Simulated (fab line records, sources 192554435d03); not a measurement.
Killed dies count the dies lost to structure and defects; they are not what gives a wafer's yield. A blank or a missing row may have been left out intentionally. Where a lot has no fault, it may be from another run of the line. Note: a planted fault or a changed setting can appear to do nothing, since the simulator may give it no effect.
Split-lot study || flow n5_finfet || 7 lots, 39 wafers read, on a route of 1938 steps

== ON THE SPLIT ==
At N5_MOL_CONTACT_COAG_CVD_140 (deposits W, target thk 66.5 nm, time 215 s), the setting target_thk_a was moved away from the recipe's 665 angstrom on 15 of the 39 wafers read, by -49.4% to +23.1%. For the rest of the wafers, this setting stayed at what the recipe calls for.

The reading is taken at the split's own step.

== THE READING ==
W_of_MOL_CONTACT_COAG_CVD_140.thk_nm (the simulator's own value, which no gauge read), in nm, at N5_MOL_CONTACT_COAG_CVD_140 (deposits W, target thk 66.5 nm, time 215 s). The file does not state a usual value for it. Across the 24 wafers here that went through the recipe, the average is 66.2 nm and the standard deviation 0.66 nm.

{"wafer": "L077.1", "tool, chamber at the split": "cvd_w-01, 0", "target_thk_a as run, angstrom": 376.7, "against the recipe": "-43.4%", "W_of_MOL_CONTACT_COAG_CVD_140.thk_nm, nm": 37.8, "against lot-mates on the recipe": -28.3}
{"wafer": "L077.2", "tool, chamber at the split": "cvd_w-01, 1", "target_thk_a as run, angstrom": 665, "against the recipe": "recipe", "W_of_MOL_CONTACT_COAG_CVD_140.thk_nm, nm": 66.2, "against lot-mates on the recipe": "-"}
{"wafer": "L077.5", "tool, chamber at the split": "cvd_w-01, 1", "target_thk_a as run, angstrom": 665, "against the recipe": "recipe", "W_of_MOL_CONTACT_COAG_CVD_140.thk_nm, nm": 66.2, "against lot-mates on the recipe": "-"}
{"wafer": "L077.3", "tool, chamber at the split": "cvd_w-01, 0", "target_thk_a as run, angstrom": 665, "against the recipe": "recipe", "W_of_MOL_CONTACT_COAG_CVD_140.thk_nm, nm": 66, "against lot-mates on the recipe": "-"}
{"wafer": "L077.4", "tool, chamber at the split": "cvd_w-01, 1,0", "target_thk_a as run, angstrom": 376.7, "against the recipe": "-43.4%", "W_of_MOL_CONTACT_COAG_CVD_140.thk_nm, nm": 37.4, "against lot-mates on the recipe": -28.7}
{"wafer": "L077.6", "tool, chamber at the split": "cvd_w-01, 1,0", "target_thk_a as run, angstrom": 376.7, "against the recipe": "-43.4%", "W_of_MOL_CONTACT_COAG_CVD_140.thk_nm, nm": 37.4, "against lot-mates on the recipe": -28.7}
{"wafer": "L078.1", "tool, chamber at the split": "cvd_w-02, 1", "target_thk_a as run, angstrom": 818.8, "against the recipe": "+23.1%", "W_of_MOL_CONTACT_COAG_CVD_140.thk_nm, nm": 82.2, "against lot-mates on the recipe": "+15.4"}
{"wafer": "L078.2", "tool, chamber at the split": "cvd_w-02, 0", "target_thk_a as run, angstrom": 818.8, "against the recipe": "+23.1%", "W_of_MOL_CONTACT_COAG_CVD_140.thk_nm, nm": 82, "against lot-mates on the recipe": "+15.2"}
{"wafer": "L078.3", "tool, chamber at the split": "cvd_w-02, 0", "target_thk_a as run, angstrom": 818.8, "against the recipe": "+23.1%", "W_of_MOL_CONTACT_COAG_CVD_140.thk_nm, nm": 82.8, "against lot-mates on the recipe": "+16.0"}
{"wafer": "L078.4", "tool, chamber at the split": "cvd_w-02, 1,1,0", "target_thk_a as run, angstrom": 665, "against the recipe": "recipe", "W_of_MOL_CONTACT_COAG_CVD_140.thk_nm, nm": 66.8, "against lot-mates on the recipe": "-"}
{"wafer": "L078.5", "tool, chamber at the split": "cvd_w-02, 1,1,0", "target_thk_a as run, angstrom": 665, "against the recipe": "recipe", "W_of_MOL_CONTACT_COAG_CVD_140.thk_nm, nm": 66.8, "against lot-mates on the recipe": "-"}
{"wafer": "L078.6", "tool, chamber at the split": "cvd_w-02, 1,1,0", "target_thk_a as run, angstrom": 665, "against the recipe": "recipe", "W_of_MOL_CONTACT_COAG_CVD_140.thk_nm, nm": 66.8, "against lot-mates on the recipe": "-"}
{"wafer": "L079.2", "tool, chamber at the split": "cvd_w-01, 1", "target_thk_a as run, angstrom": 665, "against the recipe": "recipe", "W_of_MOL_CONTACT_COAG_CVD_140.thk_nm, nm": 66.2, "against lot-mates on the recipe": "-"}
{"wafer": "L079.4", "tool, chamber at the split": "cvd_w-01, 1", "target_thk_a as run, angstrom": 665, "against the recipe": "recipe", "W_of_MOL_CONTACT_COAG_CVD_140.thk_nm, nm": 65.4, "against lot-mates on the recipe": "-"}
{"wafer": "L079.6", "tool, chamber at the split": "cvd_w-01, 0", "target_thk_a as run, angstrom": 665, "against the recipe": "recipe", "W_of_MOL_CONTACT_COAG_CVD_140.thk_nm, nm": 64.8, "against lot-mates on the recipe": "-"}
{"wafer": "L081.1", "tool, chamber at the split": "cvd_w-02, 0", "target_thk_a as run, angstrom": 665, "against the recipe": "recipe", "W_of_MOL_CONTACT_COAG_CVD_140.thk_nm, nm": 66.2, "against lot-mates on the recipe": "-"}
{"wafer": "L081.2", "tool, chamber at the split": "cvd_w-02, 1", "target_thk_a as run, angstrom": 665, "against the recipe": "recipe", "W_of_MOL_CONTACT_COAG_CVD_140.thk_nm, nm": 65.8, "against lot-mates on the recipe": "-"}
{"wafer": "L081.3", "tool, chamber at the split": "cvd_w-02, 1", "target_thk_a as run, angstrom": 336.4, "against the recipe": "-49.4%", "W_of_MOL_CONTACT_COAG_CVD_140.thk_nm, nm": 33.8, "against lot-mates on the recipe": -32.3}
{"wafer": "L081.4", "tool, chamber at the split": "cvd_w-02, 0", "target_thk_a as run, angstrom": 336.4, "against the recipe": "-49.4%", "W_of_MOL_CONTACT_COAG_CVD_140.thk_nm, nm": 33.2, "against lot-mates on the recipe": -32.9}
{"wafer": "L081.5", "tool, chamber at the split": "cvd_w-02, 0", "target_thk_a as run, angstrom": 336.4, "against the recipe": "-49.4%", "W_of_MOL_CONTACT_COAG_CVD_140.thk_nm, nm": 32.8, "against lot-mates on the recipe": -33.3}
{"wafer": "L081.6", "tool, chamber at the split": "cvd_w-02, 1", "target_thk_a as run, angstrom": 665, "against the recipe": "recipe", "W_of_MOL_CONTACT_COAG_CVD_140.thk_nm, nm": 66.4, "against lot-mates on the recipe": "-"}
{"wafer": "L085.1", "tool, chamber at the split": "cvd_w-02, 1", "target_thk_a as run, angstrom": 382.1, "against the recipe": "-42.5%", "W_of_MOL_CONTACT_COAG_CVD_140.thk_nm, nm": 38, "against lot-mates on the recipe": -27.9}
{"wafer": "L085.2", "tool, chamber at the split": "cvd_w-02, 0", "target_thk_a as run, angstrom": 665, "against the recipe": "recipe", "W_of_MOL_CONTACT_COAG_CVD_140.thk_nm, nm": 65.6, "against lot-mates on the recipe": "-"}
{"wafer": "L085.3", "tool, chamber at the split": "cvd_w-02, 1", "target_thk_a as run, angstrom": 382.1, "against the recipe": "-42.5%", "W_of_MOL_CONTACT_COAG_CVD_140.thk_nm, nm": 37.8, "against lot-mates on the recipe": -28.1}
{"wafer": "L085.4", "tool, chamber at the split": "cvd_w-02, 0", "target_thk_a as run, angstrom": 665, "against the recipe": "recipe", "W_of_MOL_CONTACT_COAG_CVD_140.thk_nm, nm": 65.4, "against lot-mates on the recipe": "-"}
{"wafer": "L085.5", "tool, chamber at the split": "cvd_w-02, 0", "target_thk_a as run, angstrom": 665, "against the recipe": "recipe", "W_of_MOL_CONTACT_COAG_CVD_140.thk_nm, nm": 66.6, "against lot-mates on the recipe": "-"}
{"wafer": "L085.6", "tool, chamber at the split": "cvd_w-02, 1", "target_thk_a as run, angstrom": 382.1, "against the recipe": "-42.5%", "W_of_MOL_CONTACT_COAG_CVD_140.thk_nm, nm": 37.6, "against lot-mates on the recipe": -28.3}
{"wafer": "L087.1", "tool, chamber at the split": "cvd_w-01, 1", "target_thk_a as run, angstrom": 665, "against the recipe": "recipe", "W_of_MOL_CONTACT_COAG_CVD_140.thk_nm, nm": 65.8, "against lot-mates on the recipe": "-"}
{"wafer": "L087.2", "tool, chamber at the split": "cvd_w-01, 0", "target_thk_a as run, angstrom": 665, "against the recipe": "recipe", "W_of_MOL_CONTACT_COAG_CVD_140.thk_nm, nm": 65, "against lot-mates on the recipe": "-"}
{"wafer": "L087.3", "tool, chamber at the split": "cvd_w-01, 0", "target_thk_a as run, angstrom": 665, "against the recipe": "recipe", "W_of_MOL_CONTACT_COAG_CVD_140.thk_nm, nm": 66, "against lot-mates on the recipe": "-"}
{"wafer": "L087.4", "tool, chamber at the split": "cvd_w-01, 1", "target_thk_a as run, angstrom": 665, "against the recipe": "recipe", "W_of_MOL_CONTACT_COAG_CVD_140.thk_nm, nm": 66.4, "against lot-mates on the recipe": "-"}
{"wafer": "L087.5", "tool, chamber at the split": "cvd_w-01, 1", "target_thk_a as run, angstrom": 665, "against the recipe": "recipe", "W_of_MOL_CONTACT_COAG_CVD_140.thk_nm, nm": 66.4, "against lot-mates on the recipe": "-"}
{"wafer": "L087.6", "tool, chamber at the split": "cvd_w-01, 0", "target_thk_a as run, angstrom": 665, "against the recipe": "recipe", "W_of_MOL_CONTACT_COAG_CVD_140.thk_nm, nm": 66.6, "against lot-mates on the recipe": "-"}
{"wafer": "L095.1", "tool, chamber at the split": "cvd_w-02, 1", "target_thk_a as run, angstrom": 665, "against the recipe": "recipe", "W_of_MOL_CONTACT_COAG_CVD_140.thk_nm, nm": 67.8, "against lot-mates on the recipe": "-"}
{"wafer": "L095.2", "tool, chamber at the split": "cvd_w-02, 0", "target_thk_a as run, angstrom": 665, "against the recipe": "recipe", "W_of_MOL_CONTACT_COAG_CVD_140.thk_nm, nm": 66.2, "against lot-mates on the recipe": "-"}
{"wafer": "L095.3", "tool, chamber at the split": "cvd_w-02, 1", "target_thk_a as run, angstrom": 791.5, "against the recipe": "+19.0%", "W_of_MOL_CONTACT_COAG_CVD_140.thk_nm, nm": 79, "against lot-mates on the recipe": "+11.9"}
{"wafer": "L095.4", "tool, chamber at the split": "cvd_w-02, 0", "target_thk_a as run, angstrom": 791.5, "against the recipe": "+19.0%", "W_of_MOL_CONTACT_COAG_CVD_140.thk_nm, nm": 79.6, "against lot-mates on the recipe": "+12.5"}
{"wafer": "L095.5", "tool, chamber at the split": "cvd_w-02, 1", "target_thk_a as run, angstrom": 665, "against the recipe": "recipe", "W_of_MOL_CONTACT_COAG_CVD_140.thk_nm, nm": 67.2, "against lot-mates on the recipe": "-"}
{"wafer": "L095.6", "tool, chamber at the split": "cvd_w-02, 0", "target_thk_a as run, angstrom": 791.5, "against the recipe": "+19.0%", "W_of_MOL_CONTACT_COAG_CVD_140.thk_nm, nm": 78.8, "against lot-mates on the recipe": "+11.7"}
When a row names more than one chamber, that row covers several wafers, and the file does not tell which wafer ran in which chamber.

FIT RESULTS
A straight line over all 39 wafers: W_of_MOL_CONTACT_COAG_CVD_140.thk_nm changes by +0.67 nm for each +1% of target_thk_a; r = +1.00; the points scatter about the line by 0.6 nm.
The same after taking each lot's own level away (the mean of its wafers on the recipe; 39 wafers): +0.661 nm for each +1%; r = +1.00; scatter 0.45 nm.
Per that fit: largest target_thk_a move, reading shift of 33 nm.
From 65.47 to 67.07 nm: that is the span of the lots' own levels, equal to 2.4 times the standard deviation above.
Hence the lot-to-lot level has little effect on the slope; both slopes agree.
Check: with one of the wafers moved furthest among these (-49.4%) left out of the fit, the line predicts -32.7 nm for it against its lot-mates. It came out at -32.3 nm against them.

== FURTHER SPLITS ON THESE WAFERS ==
Before the reading, these wafers also passed through other splits. Each is held against what the fit with the lots' levels taken away leaves over:
{"other split on the same wafers": "N5_FIN_SAQP_PECVD_06 time_s", "wafers away from the commonest value": 18, "r with W_of_MOL_CONTACT_COAG_CVD_140.thk_nm (lot level and that fit taken away)": "+0.36"}
{"other split on the same wafers": "N5_FIN_SAQP_ETCH_69 target_depth_a", "wafers away from the commonest value": 15, "r with W_of_MOL_CONTACT_COAG_CVD_140.thk_nm (lot level and that fit taken away)": "+0.06"}
{"other split on the same wafers": "N5_SDB_ALD_29 ald_cycles", "wafers away from the commonest value": 18, "r with W_of_MOL_CONTACT_COAG_CVD_140.thk_nm (lot level and that fit taken away)": -0.06}
{"other split on the same wafers": "N5_GATE_CUT_ALD_22 ald_cycles", "wafers away from the commonest value": 15, "r with W_of_MOL_CONTACT_COAG_CVD_140.thk_nm (lot level and that fit taken away)": -0.01}

== THE FILE'S OWN FIT ==
W_of_MOL_CONTACT_COAG_CVD_140.thk_nm changes by +0.661 nm for each +1% of target_thk_a, r = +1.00.
